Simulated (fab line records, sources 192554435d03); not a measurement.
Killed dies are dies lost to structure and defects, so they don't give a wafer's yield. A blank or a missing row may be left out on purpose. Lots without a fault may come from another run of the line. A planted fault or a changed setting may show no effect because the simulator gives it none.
A struck lot beside a sound one | flow n5_finfet | 24 steps out of a route of 1938
Sound: wafers L642.1, L642.3, L642.6. Struck: wafers L635.1, L635.2, L635.3. The cause comes at the end.
At each step with rows: each side's tool, then ch and its chambers, then its first start. Under that, the readings that differ: sound wafers | struck wafers | difference of the means | sigmas: that difference in standard deviations of wafers without a fault.
alike: readings whose means differ by less than 2 such deviations, and words and numbers that are the same on both sides. not compared: withheld readings, readings that some wafer has no value for, bounds like >300 that may hide the same value, and numbers for which the record gives no deviation and whose values overlap.
The two part at a step that has a row with sigmas, a row that says differs or no value, or rows on one side only. Numbers that don't overlap but have no deviation are shown without sigmas and don't part them. A reading that every wafer of one side lacks parts them only if that side has two wafers or more.

first, 1 step without rows for these wafers: N5_HKMG_FIN_ALD_79 (deposits TiN, target thk 1.5 nm, pulse time 1 s, purge time 3 s).
N5_HKMG_FIN_CVD_62: deposits a-Si from Si2H6, target thk 3 nm, time 20.8 s.
  sound on thermal_cvd_si-01 ch 0,1, day 8 06:28; struck on thermal_cvd_si-02 ch 0,1,2, day 6 14:58
  alike: heater_power_w, susceptor_temp_C
then, 5 steps without rows for these wafers: N5_HKMG_FIN_RTA_80 (time 2 s); N5_HKMG_FIN_PRECLEAN_64 (cleans in dHF, time 30 s); N5_HKMG_FIN_WET_ETCH_65 (etches a-Si in TMAH, stops on TiN, time 49 s, target depth 3 nm); N5_HKMG_FIN_WET_ETCH_81 (etches TiN in SC1, stops on HfO2, time 57 s, target depth 6 nm); N5_HKMG_FIN_WET_ETCH_82 (etches La2O3 in dHCl, stops on HfO2, target depth 2 nm, rinse time 30 s).
N5_HKMG_FIN_ALD_36: deposits TiN, target thk 1 nm, pulse time 1 s, purge time 3 s.
  sound on ald_metal-02 ch 0,2,3, day 8 06:55; struck on ald_metal-04 ch 1,2,3, day 6 15:22
  alike: heater_power_w, precursor_pulse_height_rel, susceptor_temp_C
N5_HKMG_FIN_THK_MEAS_70: measures by xrf.
  sound on film_metro-01, day 8 07:11; struck on film_metro-01, day 6 15:39
  alike: HK_THK
N5_HKMG_FIN_PWFM_ALD_03: deposits TiN, target thk 2 nm, pulse time 1 s, purge time 3 s.
  sound on ald_metal-03 ch 0,2,3, day 8 07:14; struck on ald_metal-02 ch 1,2,3, day 6 15:41
  alike: heater_power_w, precursor_pulse_height_rel, susceptor_temp_C
then, 2 steps without rows for these wafers: N5_HKMG_FIN_COAT_29 (time 60 s, resist thk 300 nm); N5_HKMG_FIN_COAT_30 (time 60 s, resist thk 35 nm).
N5_HKMG_FIN_COAT_06: resist thk 90 nm.
  sound on litho_track-02 ch 0, day 8 07:43; struck on litho_track-01 ch 0, day 6 16:10
  reading                                       | sound                | struck               | difference | sigmas
  spin_speed_rpm (rpm)                          | 1499.0 1499.8 1498.2 | 1718.3 1718.1 1719.1 | +219.5     | +99 or more
  model.CAR-ArF_of_HKMG_FIN_COAT_06.thk_nm (nm) | 90 90 89.8           | 84.6 84.8 84.8       | -5.2       |
  alike: dispense_pressure_kPa
then, 5 steps without rows for these wafers: N5_HKMG_FIN_EBR_08; N5_HKMG_FIN_SOFTBAKE_07 (time 60 s); N5_HKMG_FIN_EXPOSE_09 (exposes mask NWFM); N5_HKMG_FIN_PEB_10 (peb time 60 s); N5_HKMG_FIN_DEVELOP_11 (develop time 30 s).
N5_HKMG_FIN_CD_MEAS_12: target cd 92.8 nm.
  sound on cd_sem-02 ch 0, day 8 08:04; struck on cd_sem-01 ch 0, day 6 16:31
  alike: cd_nm
N5_HKMG_FIN_OVL_MEAS_13:
  sound on overlay-01 ch 0, day 8 08:06; struck on overlay-02 ch 0, day 6 16:33
  alike: NWFM_OVL
N5_HKMG_FIN_INSPECT_14: inspects for defects (macro).
  sound on defect_inspect-01, day 8 08:07; struck on defect_inspect-02, day 6 16:34
  alike: raw_defect_count
N5_HKMG_FIN_DESCUM_17: chemistry O2, time 7.9 s.
  sound on rie_diel-04 ch 1,3, day 8 08:10; struck on rie_diel-01 ch 1,2,3, day 6 16:37
  alike: drypump_motor_current_A, oes_product_au, rf_vpp_V, showerhead_plenum_p_Torr, throttle_valve_pct
  not compared: rf_hours_counter_h
N5_HKMG_FIN_ETCH_31: etches SiARC in CF4, target depth 45.5 nm, time 75.8 s.
  sound on rie_diel-04 ch 1,3, day 8 08:11; struck on rie_diel-01 ch 1,2,3, day 6 16:38
  reading                                       | sound        | struck         | difference | sigmas
  model.CAR-ArF_of_HKMG_FIN_COAT_06.thk_nm (nm) | 50.8 51 50.8 | 45.2 45.2 45.4 | -5.6       |
  alike: cf4_flow_sccm, drypump_motor_current_A, etch_rf_on_time_s, oes_product_au, rf_vpp_V, showerhead_plenum_p_Torr, throttle_valve_pct
  not compared: rf_hours_counter_h
N5_HKMG_FIN_ETCH_32: etches SOC in N2/H2, target depth 240 nm, time 300 s.
  sound on rie_diel-04 ch 1,3, day 8 08:15; struck on rie_diel-01 ch 1,2,3, day 6 16:42
  alike: drypump_motor_current_A, oes_product_au, rf_vpp_V, showerhead_plenum_p_Torr, throttle_valve_pct
  not compared: rf_hours_counter_h

WHERE THEY PART
Only at N5_HKMG_FIN_COAT_06, within this record. Later steps at which nothing parts them and some readings are alike: N5_HKMG_FIN_CD_MEAS_12, N5_HKMG_FIN_OVL_MEAS_13, N5_HKMG_FIN_INSPECT_14, N5_HKMG_FIN_DESCUM_17, N5_HKMG_FIN_ETCH_31, N5_HKMG_FIN_ETCH_32.

WHY: what the simulator had put in
Process parameter drift: litho_track-01, from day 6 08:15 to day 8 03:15, at N5_HKMG_FIN_COAT_06. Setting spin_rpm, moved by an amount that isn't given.
